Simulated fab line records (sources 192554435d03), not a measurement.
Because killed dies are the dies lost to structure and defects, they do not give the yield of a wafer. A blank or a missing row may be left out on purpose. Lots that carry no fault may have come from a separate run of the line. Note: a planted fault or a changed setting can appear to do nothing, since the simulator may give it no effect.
Matching of chambers ; flow n5 finfet ; N5_ZERO_LAYER_DESCUM_16 on rie diel-04: 4 sister chambers
The step chemistry O2, time 7.9 s. 4 wafers are shown with their chamber, then 7 later ones without.

== WAFERS PAIRED WITH THEIR CHAMBERS ==
wafer;chamber;showerhead plenum p Torr (Torr)
L079.5;1;2.05
L086.3;2;2.19
L087.1;0;2.06
L087.3;3;2.16

== WAFERS WITHOUT THEIR CHAMBER ==
wafer;showerhead plenum p Torr (Torr)
L087.5;2.06
L095.2;2.16
L095.3;2.04
L095.6;2.06
L096.3;2.19
L096.4;2.06
L096.5;2.04

== EACH ONE'S CHAMBER ==
wafer;from the rows above;in truth
L087.5;can't be placed: 0 or 1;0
L095.2;3;3
L095.3;can't be placed: 1 or 0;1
L095.6;can't be placed: 0 or 1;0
L096.3;2;2
L096.4;can't be placed: 0 or 1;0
L096.5;can't be placed: 1 or 0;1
Placed correctly: 2 of 7. Unplaceable from these rows: 5, with the true chamber sitting among the candidates in 5. 0 placed wrongly.
How it was worked out, from the rows above alone: a wafer's distance from a chamber is the root of the sum, over the readings, of the square of ((its reading less the chamber's mean) divided by the reading's scatter). The wafer belongs to the nearest chamber; if the next one is less than 2 further off, it can't be placed. The mean given for a chamber averages the wafers shown for that chamber. The scatter (one wafer shown for each chamber): square how far every hidden wafer sits from the nearest shown wafer, average those squares and take the square root.
